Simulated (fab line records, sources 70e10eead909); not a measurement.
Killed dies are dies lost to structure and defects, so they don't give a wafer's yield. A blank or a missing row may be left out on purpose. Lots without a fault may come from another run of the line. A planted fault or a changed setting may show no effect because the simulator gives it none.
fab line records | flow nand_harc
record lots=24 wafers=72 last_day=33
route steps=1302 shown A_STAIRCASE@716
lots that met no fault: from a run of the same line without faults
start_h: hours from the record's first day to the start of the lot's first wafer shown | wait_h: hours since the lot's step before | " the same as in the row above | L1.1+2: a row that stands for several wafers | - no value, or no start given | * or withheld: withheld | < > ~ a bound
route shown NAME@n: a module of which the file shows steps, and the number in the route of the first | usual: mean/standard deviation of fault-free wafers | same: alike in all rows | chamber/n: place in a boat | sites: the reading at each site | _std_site: their standard deviation | _edge_site: outer sites' mean less inner sites' | radius_mm: how far each site lies from the wafer's centre | mask NAME#n: copy n | behind: the tool/chamber that last shaped the wafer | hold: why the lot was held/for how many hours/how that ended | device: the transistor (n, p or np) that didn't switch | end of line: the same wafers' tests at the end of the route | a step without rows: its recipe alone | killed: dies lost to structure and defects at the first sort, not the wafer's yield | map: a wafer's dies, x killed, . not, _ none there
set.NAME: the setting as run; set.NAME@STEP: as run at that earlier step | model.NAME: the simulator's own value behind a step, which no gauge read
steps of the route over a sample of lots; a table a step, a row a wafer
services: from which hour (start_h, from the record's first day; less than 0 if before it) a tool's chamber was out of use, for how many hours, and why
## steps
# step NHARC_A_STAIRCASE_TRIM_202
# recipe time_s=211.2 o2_flow_sccm=500 ar_flow_sccm=0 bias_w=0 chemistry=O2
# usual drypump_motor_current_A=5.53/0.29 oes_product_au=0.998/0.013 rf_vpp_V=57.8/0.87 showerhead_plenum_p_Torr=3.56/0.15 throttle_valve_pct=17.036/0.0089
# columns lot.wafer tool chamber start_h wait_h drypump_motor_current_A oes_product_au rf_hours_counter_h rf_vpp_V showerhead_plenum_p_Torr throttle_valve_pct
L075.2 rie_diel-02 1 - - 5.59 0.987 51 57.2 3.28 17.038
L075.6 " 2 " " 5.84 1.009 - 56.8 3.66 17.044
L075.5 " 3 " " 5.26 1.009 - 58.2 3.56 17.018
L076.2 rie_diel-03 0 - - 5.17 0.994 30 55.9 3.29 17.033
L076.5 " 2 " " 5.42 1.008 - 58.1 3.59 17.033
L076.6 " 3 " " 5.62 1.013 - 57.8 3.50 17.026
L074.1 rie_diel-06 1 - - 5.23 0.985 15 57.6 3.49 17.042
L074.4 " 3 " " 5.95 0.995 18 57.7 3.59 17.033
L074.6 " 2 " " 5.43 0.979 - 58.7 3.41 17.030
L079.3 rie_diel-06 2 - - 5.44 0.993 21 57.2 3.40 17.032
L079.1 " 3 " " 5.94 0.992 24 56.5 3.58 17.017
L079.2 " 0 " " 5.01 0.988 26 57.9 3.76 17.032
L078.3 rie_diel-06 3 - - 5.91 0.995 24 57.1 3.58 17.048
L078.4 " 0 " " 5.02 0.989 26 58.6 3.76 17.043
L078.6 " 3 " " 5.93 0.981 - 59.4 3.58 17.033
L077.4 rie_diel-03 3 - - 5.66 1.015 44 58.6 3.49 17.036
L077.2 " 0 " " 5.19 1.005 43 58.1 3.29 17.043
L077.6 " 3 " " 5.66 1.005 - 56.8 3.49 17.031
L080.3 rie_diel-02 1 - - 5.66 1.012 6 58.6 3.80 17.036
L080.1 " 2 " " 5.87 1.025 5 57.4 3.65 17.031
L080.5 " 0 " " 5.76 1.000 - 56.8 3.31 17.028
L081.2 rie_diel-06 3 - - 5.97 0.997 29 57.6 3.58 17.050
L081.3 " 1 " " 5.29 0.983 29 55.7 3.49 17.048
L081.5 " 0 " " 5.01 0.998 - 57.9 3.76 17.030
L082.2 rie_diel-03 1 - - 5.83 0.990 47 56.8 3.77 17.036
L082.1 " 3 " " 5.68 1.004 51 56.5 3.49 17.035
L082.5 " 2 " " 5.43 0.998 - 58.0 3.57 17.019
L084.3 rie_diel-06 0 - - 5.03 0.990 45 59.6 3.75 17.034
L084.1 " 1 " " 5.23 0.974 42 56.2 3.48 17.035
L084.6 " 3 " " 5.95 0.997 - 57.2 3.57 17.015
L083.2 rie_diel-02 3 - - 5.25 1.021 18 57.4 3.54 17.040
L083.4 " 0 " " 5.81 1.003 21 57.4 3.30 17.041
L083.5 " 2 " " 5.86 1.019 - 59.3 3.64 17.026
L086.4 rie_diel-02 2 - - 5.88 1.006 22 58.0 3.64 17.041
L086.3 " 3 " " 5.24 1.004 24 57.9 3.54 17.056
L086.1 " 0 " " 5.82 0.990 25 55.6 3.30 17.045
L085.4 rie_diel-06 1 - - 5.28 0.974 47 57.6 3.48 17.050
L085.1 " 2 " " 5.42 0.991 45 55.5 3.39 17.046
L085.2 " 0 " " 5.04 0.989 52 57.4 3.75 17.027
L087.1 rie_diel-06 0 - - 5.01 0.982 1 58.5 3.74 17.036
L087.4 " 2 " " 5.44 0.995 2 58.5 3.39 17.041
L087.6 " 3 " " 5.98 0.984 - 58.5 3.57 17.049
L088.2 rie_diel-03 2 - - 5.41 1.000 15 57.6 3.56 17.032
L088.1 " 1 " " 5.85 0.989 17 57.9 3.75 17.036
L088.5 " 2 " " 5.39 1.013 - 56.5 3.56 17.040
L089.1 rie_diel-02 3 - - 5.23 1.011 38 57.4 3.53 17.049
L089.3 " 1 " " 5.58 0.995 35 58.8 3.79 17.037
L089.6 " 3 " " 5.26 1.013 - 58.6 3.53 17.039
L090.3 rie_diel-06 2 - - 5.43 1.007 12 57.7 3.39 17.040
L090.2 " 0 " " 5.02 1.001 12 58.0 3.74 17.045
L090.6 " 3 " " 5.97 0.996 - 58.8 3.56 17.028
L092.4 rie_diel-03 0 - - 5.21 0.973 22 56.9 3.80 17.035
L092.5 " 1 " " 5.84 0.996 - 58.2 3.75 17.050
L092.6 " 2 " " 5.41 0.993 - 57.0 3.56 17.040
L091.3 rie_diel-06 2 - - 5.43 0.988 16 58.6 3.38 17.038
L091.1 " 0 " " 5.01 0.981 17 57.7 3.74 17.045
L091.2 " 1 " " 5.31 1.005 15 57.2 3.47 17.029
L093.2 rie_diel-02 2 - - 5.87 1.028 51 56.8 3.62 17.024
L093.3 " 3 " " 5.24 1.013 54 57.8 3.52 17.020
L093.6 " 0 " " 5.81 1.005 - 58.7 3.28 17.040
L094.3 rie_diel-02 3 - - 5.23 0.996 60 57.8 3.52 17.020
L094.4 " 0 " " 5.80 1.006 60 56.2 3.28 17.028
L094.1 " 1 " " 5.59 1.000 56 59.4 3.78 17.028
L096.4 rie_diel-03 2 - - 5.42 1.014 36 57.8 3.55 17.035
L096.2 " 3 " " 5.62 1.007 30 57.5 3.47 17.024
L096.3 " 1 " " 5.82 1.003 37 57.9 3.74 17.031
L095.3 rie_diel-06 0 - - 5.03 0.988 33 56.9 3.73 17.032
L095.5 " 3 " " 5.91 0.996 - 58.2 3.55 17.025
L095.6 " 0 " " 5.00 0.977 - 58.4 3.73 17.034
L097.2 rie_diel-03 3 - - 5.67 1.015 35 56.8 3.46 17.033
L097.1 " 1 " " 5.86 1.016 43 56.6 3.74 17.026
L097.5 " 2 " " 5.41 0.994 - 58.8 3.55 17.041
# step NHARC_A_STAIRCASE_DESCUM_219
# recipe time_s=3 o2_flow_sccm=200 ar_flow_sccm=0 bias_power_w=0 chemistry=O2
# usual drypump_motor_current_A=5.54/0.28 oes_product_au=1.000/0.012 rf_vpp_V=57.8/0.85 showerhead_plenum_p_Torr=1.92/0.096 throttle_valve_pct=11.311/0.0086
# columns lot.wafer tool chamber start_h wait_h drypump_motor_current_A oes_product_au rf_hours_counter_h rf_vpp_V showerhead_plenum_p_Torr throttle_valve_pct
L075.2 rie_diel-02 1 375.83 - 5.56 0.999 51 57.4 1.77 11.318
L075.5 " 0 " " 5.78 1.000 - 58.3 1.79 11.306
L075.6 " 1 " " 5.56 0.991 - 56.7 1.77 11.314
L076.2 rie_diel-02 2 376.37 - 5.89 1.002 54 59.1 1.99 11.319
L076.5 " 2 " " 5.85 0.997 - 58.7 1.99 11.316
L076.6 " 3 " " 5.22 0.999 - 58.6 1.93 11.308
L074.1 rie_diel-02 2 379.07 - 5.89 1.011 54 57.6 1.99 11.327
L074.4 " 0 " " 5.82 0.984 52 57.0 1.79 11.305
L074.6 " 3 " " 5.24 0.999 - 58.1 1.93 11.320
L079.2 rie_diel-02 0 404.46 - 5.79 0.988 0 57.6 1.79 11.304
L079.1 " 1 " " 5.59 1.011 0 58.2 2.08 11.322
L079.3 " 2 " " 5.87 1.021 0 59.7 1.99 11.315
L078.4 rie_diel-03 3 404.76 - 5.62 1.027 45 57.5 1.89 11.300
L078.3 " 1 " " 5.85 1.008 39 59.5 2.06 11.313
L078.6 " 3 " " 5.60 1.013 - 58.3 1.89 11.306
L077.4 rie_diel-06 2 405.39 - 5.39 0.988 22 57.2 1.84 11.311
L077.2 " 1 " " 5.28 0.975 24 58.2 1.89 11.315
L077.6 " 3 " " 5.93 0.994 - 57.6 1.94 11.320
L080.3 rie_diel-03 1 417.79 - 5.81 0.989 46 58.2 2.05 11.329
L080.1 " 0 " " 5.15 1.006 47 59.6 1.77 11.304
L080.5 " 1 " " 5.84 0.998 - 57.2 2.05 11.312
L081.2 rie_diel-06 3 421.77 - 5.94 1.001 30 56.1 1.94 11.305
L081.3 " 0 " " 5.01 1.002 32 58.4 2.05 11.299
L081.5 " 3 " " 5.96 0.997 - 56.6 1.94 11.309
L082.1 rie_diel-02 1 422.67 - 5.59 1.003 9 58.6 2.07 11.302
L082.2 " 2 " " 5.88 1.010 7 58.1 1.98 11.302
L082.5 " 0 " " 5.78 0.992 - 60.1 1.78 11.298
L084.1 rie_diel-02 0 462.18 - 5.79 1.004 21 56.6 1.78 11.320
L084.3 " 2 " " 5.84 1.019 16 58.6 1.98 11.306
L084.6 " 1 " " 5.55 1.012 - 57.5 2.07 11.310
L083.4 rie_diel-06 2 462.44 - 5.42 0.982 39 58.1 1.84 11.294
L083.2 " 0 " " 5.04 0.994 45 59.1 2.04 11.302
L083.5 " 2 " " 5.43 0.975 - 58.7 1.84 11.320
L086.3 rie_diel-02 0 477.39 - 5.78 0.998 25 58.3 1.78 11.296
L086.4 " 1 " " 5.59 0.993 23 58.8 2.07 11.304
L086.1 " 2 " " 5.87 1.007 22 57.9 1.98 11.309
L085.1 rie_diel-06 1 478.00 - 5.25 0.985 48 57.1 1.88 11.312
L085.2 " 2 " " 5.40 0.998 45 57.9 1.83 11.341
L085.4 " 3 " " 5.91 0.998 49 57.4 1.94 11.309
L087.1 rie_diel-06 2 502.01 - 5.39 0.993 2 56.6 1.83 11.312
L087.4 " 3 " " 5.94 0.986 2 57.0 1.94 11.303
L087.6 " 2 " " 5.40 0.993 - 58.2 1.83 11.324
L088.1 rie_diel-02 1 513.38 - 5.61 1.006 36 59.0 2.06 11.307
L088.2 " 2 " " 5.86 1.011 35 56.9 1.97 11.316
L088.5 " 0 " " 5.81 1.002 - 55.8 1.77 11.322
L089.1 rie_diel-02 2 513.90 - 5.89 1.010 35 57.5 1.97 11.304
L089.3 " 3 " " 5.25 1.008 38 57.4 1.92 11.307
L089.6 " 3 " " 5.23 1.001 - 58.3 1.92 11.316
L090.3 rie_diel-02 0 537.67 - 5.78 1.007 45 56.8 1.77 11.315
L090.2 " 3 " " 5.21 1.010 48 57.2 1.91 11.292
L090.6 " 1 " " 5.60 1.014 - 59.5 2.06 11.315
L092.4 rie_diel-02 1 542.25 - 5.58 1.000 44 58.6 2.06 11.324
L092.6 " 2 " " 5.88 1.019 - 58.0 1.97 11.313
L092.5 " 3 " " 5.27 1.009 - 58.0 1.91 11.307
L091.3 rie_diel-03 2 546.42 - 5.38 1.000 27 58.6 1.93 11.306
L091.1 " 3 " " 5.58 1.010 20 57.6 1.88 11.311
L091.2 " 0 " " 5.22 0.975 23 59.1 2.07 11.304
L093.2 rie_diel-03 2 552.22 - 5.42 1.007 31 57.1 1.93 11.318
L093.3 " 1 " " 5.83 0.993 32 58.9 2.04 11.315
L093.6 " 2 " " 5.42 1.007 - 58.1 1.93 11.319
L094.4 rie_diel-06 1 571.40 - 5.27 1.002 25 56.6 1.88 11.322
L094.1 " 3 " " 5.93 0.990 22 57.1 1.93 11.301
L094.3 " 0 " " 5.00 0.970 28 58.2 2.03 11.307
L096.4 rie_diel-03 0 577.68 - 5.20 0.972 32 57.5 2.07 11.310
L096.3 " 1 " " 5.84 1.007 38 58.7 2.04 11.299
L096.2 " 2 " " 5.36 1.018 37 56.6 1.93 11.317
L095.3 rie_diel-06 1 584.60 - 5.27 1.015 31 56.7 1.87 11.315
L095.6 " 2 " " 5.41 1.015 - 57.2 1.82 11.306
L095.5 " 3 " " 5.92 0.996 - 57.2 1.93 11.304
L097.1 rie_diel-06 0 589.86 - 4.98 0.984 35 59.5 2.03 11.311
L097.2 " 2 " " 5.42 1.006 31 56.0 1.82 11.306
L097.5 " 1 " " 5.28 1.011 - 58.0 1.87 11.315
# step NHARC_A_STAIRCASE_ETCH_221
# recipe target_depth_a=1000 time_s=40.5 ion_energy_ev=400 c4f8_flow_sccm=20 o2_flow_sccm=10 ar_flow_sccm=withheld rf_w=600 bias_w=1000 chemistry=C4F8/O2
# usual oes_product_au=0.940/0.016 rf_vpp_V=897/5.7
# columns lot.wafer tool chamber start_h wait_h oes_product_au rf_hours_counter_h rf_vpp_V
L075.2 rie_diel-02 2 - - 0.938 54 900
L075.6 " 3 " " 0.939 - 898
L075.5 " 0 " " 0.924 - 889
L076.2 rie_diel-02 1 - - 0.910 52 888
L076.6 " 2 " " 0.929 - 901
L076.5 " 3 " " 0.936 - 896
L074.4 rie_diel-02 3 - - 0.955 54 898
L074.1 " 1 " " 0.952 52 888
L074.6 " 0 " " 0.952 - 887
L079.2 rie_diel-02 3 - - 0.975 0 896
L079.3 " 0 " " 0.932 0 888
L079.1 " 1 " " 0.949 0 905
L078.4 rie_diel-03 3 - - 0.962 45 893
L078.3 " 0 " " 0.936 43 887
L078.6 " 2 " " 0.960 - 897
L077.2 rie_diel-06 0 - - 0.937 27 904
L077.4 " 1 " " 0.924 24 895
L077.6 " 1 " " 0.921 - 894
L080.3 rie_diel-03 3 - - 0.957 50 894
L080.1 " 0 " " 0.944 47 889
L080.5 " 3 " " 0.959 - 895
L081.3 rie_diel-06 2 - - 0.938 28 893
L081.2 " 0 " " 0.944 32 904
L081.5 " 2 " " 0.926 - 891
L082.2 rie_diel-02 1 - - 0.944 9 906
L082.1 " 2 " " 0.979 7 899
L082.5 " 1 " " 0.952 - 906
L084.3 rie_diel-02 3 - - 0.940 18 897
L084.1 " 0 " " 0.918 21 887
L084.6 " 3 " " 0.925 - 896
L083.2 rie_diel-06 0 - - 0.954 45 904
L083.4 " 1 " " 0.934 42 895
L083.5 " 0 " " 0.955 - 904
L086.3 rie_diel-02 0 - - 0.925 25 889
L086.1 " 1 " " 0.916 23 905
L086.4 " 3 " " 0.922 24 897
L085.4 rie_diel-06 2 - - 0.922 45 891
L085.2 " 0 " " 0.945 52 902
L085.1 " 1 " " 0.920 48 894
L087.1 rie_diel-06 0 - - 0.925 1 903
L087.4 " 1 " " 0.957 1 894
L087.6 " 1 " " 0.948 - 895
L088.1 rie_diel-02 0 - - 0.947 38 886
L088.2 " 1 " " 0.942 36 906
L088.5 " 3 " " 0.948 - 897
L089.3 rie_diel-02 0 - - 0.928 39 887
L089.1 " 1 " " 0.929 36 906
L089.6 " 0 " " 0.928 - 886
L090.2 rie_diel-02 0 - - 0.947 45 888
L090.3 " 2 " " 0.980 45 899
L090.6 " 0 " " 0.934 - 887
L092.4 rie_diel-02 0 - - 0.941 48 887
L092.5 " 2 " " 0.953 - 899
L092.6 " 3 " " 0.940 - 895
L091.1 rie_diel-03 1 - - 0.912 29 904
L091.2 " 2 " " 0.926 27 897
L091.3 " 0 " " 0.906 23 905
L093.2 rie_diel-03 1 - - 0.952 32 905
L093.3 " 2 " " 0.937 32 898
L093.6 " 2 " " 0.944 - 897
L094.3 rie_diel-06 2 - - 0.920 24 891
L094.1 " 0 " " 0.900 28 902
L094.4 " 1 " " 0.924 25 894
L096.4 rie_diel-03 0 - - 0.925 32 905
L096.2 " 2 " " 0.960 37 896
L096.3 " 3 " " 0.963 31 895
L095.3 rie_diel-06 2 - - 0.966 30 889
L095.6 " 2 " " 0.948 - 891
L095.5 " 3 " " 0.953 - 896
L097.2 rie_diel-06 3 - - 0.965 29 898
L097.1 " 1 " " 0.966 32 893
L097.5 " 3 " " 0.968 - 895
# step NHARC_A_STAIRCASE_TRIM_233
# recipe time_s=211.2 o2_flow_sccm=500 ar_flow_sccm=0 bias_w=0 chemistry=O2
# usual drypump_motor_current_A=5.5/0.3 oes_product_au=0.997/0.014 rf_vpp_V=57.9/0.89 showerhead_plenum_p_Torr=3.57/0.15 throttle_valve_pct=17.037/0.0096
# columns lot.wafer tool chamber start_h wait_h drypump_motor_current_A oes_product_au rf_hours_counter_h rf_vpp_V showerhead_plenum_p_Torr throttle_valve_pct
L075.2 rie_diel-03 1 - - 5.8 0.992 29 59.2 3.78 17.040
L075.5 " 0 " " 5.2 1.010 - 57.5 3.29 17.039
L075.6 " 1 " " 5.8 1.005 - 58.4 3.78 17.041
L076.2 rie_diel-06 3 - - 5.9 0.979 18 58.0 3.59 17.039
L076.5 " 3 " " 5.9 0.992 - 57.1 3.59 17.041
L076.6 " 0 " " 5.0 0.991 - 58.5 3.77 17.056
L074.1 rie_diel-02 3 - - 5.2 0.998 55 57.8 3.56 17.059
L074.4 " 0 " " 5.8 0.993 52 57.3 3.31 17.034
L074.6 " 3 " " 5.2 0.999 - 58.1 3.56 17.041
L079.3 rie_diel-02 1 - - 5.7 1.006 1 57.1 3.81 17.022
L079.2 " 2 " " 5.9 1.011 1 58.5 3.65 17.047
L079.1 " 3 " " 5.2 1.018 1 57.4 3.55 17.040
L078.4 rie_diel-03 0 - - 5.2 0.998 43 58.2 3.29 17.045
L078.3 " 1 " " 5.8 1.021 40 57.1 3.77 17.034
L078.6 " 1 " " 5.8 1.002 - 58.1 3.77 17.041
L077.2 rie_diel-06 1 - - 5.3 0.970 25 58.5 3.49 17.043
L077.4 " 0 " " 5.0 0.988 27 59.3 3.76 17.034
L077.6 " 1 " " 5.3 0.966 - 57.4 3.49 17.043
L080.1 rie_diel-02 2 - - 5.9 1.028 6 58.1 3.65 17.037
L080.3 " 0 " " 5.8 0.998 8 57.2 3.30 17.048
L080.5 " 2 " " 5.9 1.012 - 58.9 3.65 17.030
L081.3 rie_diel-06 3 - - 6.0 0.990 31 58.1 3.58 17.036
L081.2 " 1 " " 5.3 0.961 30 58.0 3.49 17.035
L081.5 " 3 " " 6.0 0.979 - 58.9 3.58 17.041
L082.1 rie_diel-03 3 - - 5.6 0.999 52 57.3 3.49 17.057
L082.2 " 0 " " 5.2 0.999 50 57.7 3.28 17.029
L082.5 " 2 " " 5.4 1.020 - 56.9 3.57 17.030
L084.1 rie_diel-02 0 - - 5.8 0.992 21 56.7 3.30 17.024
L084.3 " 1 " " 5.6 0.998 19 57.3 3.80 17.031
L084.6 " 2 " " 5.9 1.016 - 58.7 3.64 17.034
L083.4 rie_diel-06 1 - - 5.3 0.976 43 57.8 3.48 17.029
L083.2 " 0 " " 5.0 0.993 45 58.2 3.75 17.034
L083.5 " 1 " " 5.3 0.975 - 57.1 3.48 17.053
L086.1 rie_diel-02 1 - - 5.5 0.997 24 59.3 3.79 17.068
L086.4 " 3 " " 5.2 1.015 25 57.4 3.54 17.026
L086.3 " 0 " " 5.8 0.991 26 57.2 3.30 17.040
L085.1 rie_diel-06 3 - - 6.0 0.996 50 57.3 3.57 17.020
L085.4 " 0 " " 5.0 0.990 52 59.0 3.75 17.051
L085.2 " 1 " " 5.2 0.977 48 56.7 3.48 17.049
L087.4 rie_diel-03 2 - - 5.5 1.006 13 56.8 3.56 17.043
L087.1 " 0 " " 5.2 0.968 10 58.2 3.80 17.034
L087.6 " 2 " " 5.5 1.002 - 56.7 3.56 17.038
L088.2 rie_diel-06 2 - - 5.4 0.989 5 57.6 3.39 17.052
L088.1 " 1 " " 5.3 1.004 4 57.6 3.47 17.033
L088.5 " 2 " " 5.4 0.989 - 58.7 3.39 17.030
L089.3 rie_diel-02 1 - - 5.6 0.991 37 59.0 3.79 17.051
L089.1 " 2 " " 5.9 1.011 36 59.2 3.63 17.036
L089.6 " 1 " " 5.6 0.993 - 58.2 3.79 17.036
L090.2 rie_diel-03 3 - - 5.7 1.008 18 58.7 3.47 17.053
L090.3 " 0 " " 5.2 0.982 21 58.6 3.80 17.040
L090.6 " 3 " " 5.6 1.014 - 56.6 3.47 17.026
L092.4 rie_diel-03 3 - - 5.6 1.010 20 58.1 3.47 17.044
L092.5 " 2 " " 5.4 1.006 - 60.1 3.55 17.033
L092.6 " 3 " " 5.6 1.016 - 55.9 3.47 17.016
L091.2 rie_diel-06 0 - - 5.0 0.998 19 57.7 3.73 17.032
L091.3 " 1 " " 5.3 1.009 18 57.4 3.47 17.037
L091.1 " 3 " " 5.9 0.996 14 59.0 3.56 17.028
L093.3 rie_diel-03 2 - - 5.4 1.008 32 58.0 3.55 17.029
L093.2 " 3 " " 5.6 1.003 25 56.8 3.47 17.012
L093.6 " 0 " " 5.2 0.972 - 58.6 3.79 17.065
L094.3 rie_diel-03 3 - - 5.6 1.004 29 57.3 3.47 17.020
L094.4 " 0 " " 5.2 0.961 30 58.5 3.79 17.044
L094.1 " 1 " " 5.8 0.986 36 59.9 3.74 17.038
L096.4 rie_diel-03 3 - - 5.6 1.016 32 58.6 3.47 17.035
L096.2 " 0 " " 5.2 0.983 33 57.7 3.79 17.032
L096.3 " 1 " " 5.8 1.007 39 58.8 3.74 17.043
L095.3 rie_diel-06 2 - - 5.4 1.008 30 58.9 3.38 17.040
L095.5 " 3 " " 6.0 0.992 - 56.1 3.55 17.042
L095.6 " 0 " " 5.0 0.973 - 58.9 3.73 17.031
L097.2 rie_diel-06 3 - - 5.9 0.989 29 58.5 3.55 17.033
L097.1 " 1 " " 5.3 1.015 33 58.0 3.46 17.022
L097.5 " 2 " " 5.4 1.003 - 57.6 3.37 17.030
# step NHARC_A_STAIRCASE_ETCH_234
# recipe target_depth_a=1000 time_s=40.5 ion_energy_ev=400 c4f8_flow_sccm=20 o2_flow_sccm=10 ar_flow_sccm=withheld rf_w=600 bias_w=1000 chemistry=C4F8/O2
# usual oes_product_au=0.940/0.015 rf_vpp_V=898/5.7
# columns lot.wafer tool chamber start_h wait_h oes_product_au rf_hours_counter_h rf_vpp_V
L075.2 rie_diel-03 0 - - 0.958 30 887
L075.5 " 0 " " 0.954 - 887
L075.6 " 1 " " 0.947 - 906
L076.2 rie_diel-06 0 - - 0.937 18 904
L076.6 " 1 " " 0.915 - 895
L076.5 " 2 " " 0.937 - 892
L074.4 rie_diel-02 1 - - 0.937 53 887
L074.1 " 2 " " 0.940 55 901
L074.6 " 1 " " 0.935 - 887
L079.2 rie_diel-02 1 - - 0.938 1 906
L079.1 " 2 " " 0.946 1 900
L079.3 " 0 " " 0.934 1 889
L078.4 rie_diel-03 0 - - 0.947 43 888
L078.3 " 1 " " 0.938 40 903
L078.6 " 3 " " 0.968 - 894
L077.2 rie_diel-06 3 - - 0.934 25 898
L077.4 " 0 " " 0.935 27 905
L077.6 " 3 " " 0.937 - 898
L080.1 rie_diel-02 0 - - 0.936 8 889
L080.3 " 3 " " 0.952 6 897
L080.5 " 1 " " 0.954 - 906
L081.2 rie_diel-06 2 - - 0.944 28 892
L081.3 " 3 " " 0.950 31 899
L081.5 " 0 " " 0.931 - 904
L082.2 rie_diel-03 2 - - 0.968 50 899
L082.1 " 0 " " 0.952 50 887
L082.5 " 2 " " 0.971 - 899
L084.3 rie_diel-02 3 - - 0.941 19 898
L084.1 " 1 " " 0.938 19 905
L084.6 " 3 " " 0.941 - 899
L083.2 rie_diel-06 0 - - 0.937 45 904
L083.4 " 2 " " 0.926 40 891
L083.5 " 3 " " 0.938 - 898
L086.3 rie_diel-02 2 - - 0.943 23 901
L086.4 " 3 " " 0.978 25 896
L086.1 " 1 " " 0.943 24 905
L085.4 rie_diel-06 1 - - 0.914 48 893
L085.1 " 3 " " 0.946 50 898
L085.2 " 0 " " 0.939 52 904
L087.4 rie_diel-03 0 - - 0.914 10 905
L087.1 " 2 " " 0.946 13 896
L087.6 " 1 " " 0.944 - 905
L088.1 rie_diel-06 1 - - 0.955 4 895
L088.2 " 2 " " 0.937 5 891
L088.5 " 1 " " 0.954 - 894
L089.1 rie_diel-02 3 - - 0.952 39 895
L089.3 " 0 " " 0.943 39 886
L089.6 " 2 " " 0.952 - 901
L090.2 rie_diel-03 1 - - 0.928 27 903
L090.3 " 2 " " 0.940 24 897
L090.6 " 0 " " 0.913 - 905
L092.4 rie_diel-03 3 - - 0.953 20 894
L092.6 " 2 " " 0.947 - 896
L092.5 " 3 " " 0.948 - 895
L091.3 rie_diel-06 1 - - 0.953 18 893
L091.1 " 2 " " 0.950 18 891
L091.2 " 3 " " 0.937 14 897
L093.2 rie_diel-03 0 - - 0.906 27 906
L093.3 " 2 " " 0.948 32 897
L093.6 " 3 " " 0.952 - 894
L094.1 rie_diel-03 0 - - 0.899 30 905
L094.4 " 1 " " 0.937 36 904
L094.3 " 3 " " 0.934 29 893
L096.4 rie_diel-03 3 - - 0.942 32 896
L096.3 " 0 " " 0.900 33 904
L096.2 " 2 " " 0.932 38 898
L095.3 rie_diel-06 1 - - 0.962 32 894
L095.5 " 0 " " 0.924 - 901
L095.6 " 1 " " 0.960 - 894
L097.2 rie_diel-06 3 - - 0.934 29 898
L097.1 " 1 " " 0.962 33 892
L097.5 " 3 " " 0.938 - 898
# step NHARC_A_STAIRCASE_ETCH_315
# recipe target_depth_a=25000 time_s=607.1 ion_energy_ev=800 c4f8_flow_sccm=80 o2_flow_sccm=60 ar_flow_sccm=withheld rf_w=600 bias_w=3000 chemistry=C4F8/O2/Ar
# usual oes_product_au=0.928/0.014 rf_vpp_V=1830/11
# columns lot.wafer tool chamber start_h wait_h oes_product_au rf_hours_counter_h rf_vpp_V
L075.2 rie_diel-06 1 - - 0.911 24 1823
L075.5 " 1 " " 0.908 - 1823
L075.6 " 2 " " 0.922 - 1817
L076.2 rie_diel-03 2 - - 0.953 43 1831
L076.6 " 2 " " 0.956 - 1831
L076.5 " 3 " " 0.948 - 1823
L074.4 rie_diel-03 2 - - 0.949 43 1831
L074.1 " 0 " " 0.943 44 1808
L074.6 " 3 " " 0.945 - 1823
L079.3 rie_diel-06 0 - - 0.924 33 1843
L079.2 " 1 " " 0.916 31 1824
L079.1 " 2 " " 0.925 29 1817
L078.3 rie_diel-03 2 - - 0.935 51 1828
L078.4 " 3 " " 0.928 - 1824
L078.6 " 2 " " 0.945 - 1831
L077.2 rie_diel-06 3 - - 0.923 32 1830
L077.4 " 2 " " 0.913 30 1819
L077.6 " 0 " " 0.926 - 1845
L080.1 rie_diel-02 3 - - 0.935 11 1826
L080.3 " 1 " " 0.924 13 1846
L080.5 " 3 " " 0.932 - 1830
L081.3 rie_diel-06 1 - - 0.893 38 1823
L081.2 " 3 " " 0.924 35 1830
L081.5 " 0 " " 0.925 - 1844
L082.2 rie_diel-06 0 - - 0.920 41 1844
L082.1 " 3 " " 0.927 36 1831
L082.5 " 0 " " 0.920 - 1843
L083.2 rie_diel-02 0 - - 0.931 26 1808
L083.4 " 2 " " 0.942 24 1835
L083.5 " 3 " " 0.940 - 1828
L084.1 rie_diel-02 2 - - 0.930 31 1834
L084.3 " 1 " " 0.926 31 1847
L084.6 " 2 " " 0.946 - 1835
L085.1 rie_diel-02 1 - - 0.936 33 1845
L085.2 " 2 " " 0.931 33 1836
L085.4 " 0 " " 0.925 36 1808
L086.4 rie_diel-03 2 - - 0.940 14 1829
L086.3 " 0 " " 0.893 10 1846
L086.1 " 1 " " 0.925 16 1845
L087.1 rie_diel-02 1 - - 0.941 38 1846
L087.4 " 2 " " 0.936 38 1834
L087.6 " 0 " " 0.936 - 1808
L088.1 rie_diel-03 2 - - 0.934 23 1828
L088.2 " 1 " " 0.908 25 1844
L088.5 " 2 " " 0.929 - 1829
L089.3 rie_diel-02 3 - - 0.949 47 1828
L089.1 " 1 " " 0.931 42 1845
L089.6 " 3 " " 0.935 - 1827
L090.2 rie_diel-02 0 - - 0.926 59 1807
L090.3 " 1 " " 0.930 55 1846
L090.6 " 0 " " 0.929 - 1808
L092.4 rie_diel-06 0 - - 0.898 29 1840
L092.6 " 0 " " 0.900 - 1842
L092.5 " 1 " " 0.942 - 1822
L091.2 rie_diel-03 2 - - 0.926 36 1829
L091.3 " 0 " " 0.904 31 1845
L091.1 " 1 " " 0.931 37 1843
L093.3 rie_diel-03 3 - - 0.937 32 1824
L093.2 " 2 " " 0.931 38 1827
L093.6 " 0 " " 0.895 - 1846
L094.1 rie_diel-02 0 - - 0.900 7 1846
L094.3 " 1 " " 0.945 6 1844
L094.4 " 3 " " 0.908 5 1826
L096.2 rie_diel-02 3 - - 0.918 7 1827
L096.4 " 0 " " 0.894 10 1847
L096.3 " 1 " " 0.949 9 1844
L095.3 rie_diel-06 0 - - 0.924 38 1840
L095.5 " 2 " " 0.933 - 1817
L095.6 " 3 " " 0.936 - 1827
L097.1 rie_diel-06 0 - - 0.927 40 1840
L097.2 " 1 " " 0.934 38 1822
L097.5 " 0 " " 0.916 - 1842
## services
# columns tool chamber start_h hours kind
rie_diel-06 0 365.39 - clean
rie_diel-06 1 365.39 - clean
rie_diel-06 2 365.39 - clean
rie_diel-06 3 365.39 - clean
rie_diel-02 0 388.08 3.5 repair
rie_diel-06 0 389.89 - clean
rie_diel-06 1 389.89 - clean
rie_diel-06 2 389.89 - clean
rie_diel-06 3 389.89 - clean
rie_diel-02 - 393.70 9.0 pm
rie_diel-06 0 414.40 - clean
rie_diel-06 1 414.40 - clean
rie_diel-06 2 414.40 - clean
rie_diel-06 3 414.40 - clean
rie_diel-03 1 427.33 3.5 repair
rie_diel-06 0 438.90 - clean
rie_diel-06 1 438.90 - clean
rie_diel-06 2 438.90 - clean
rie_diel-06 3 438.90 - clean
rie_diel-03 0 481.98 13.0 repair
rie_diel-06 - 484.39 9.0 pm
rie_diel-03 3 517.78 17.8 repair
rie_diel-06 3 518.22 11.4 repair
rie_diel-02 - 570.78 9.0 pm
## key
fault none
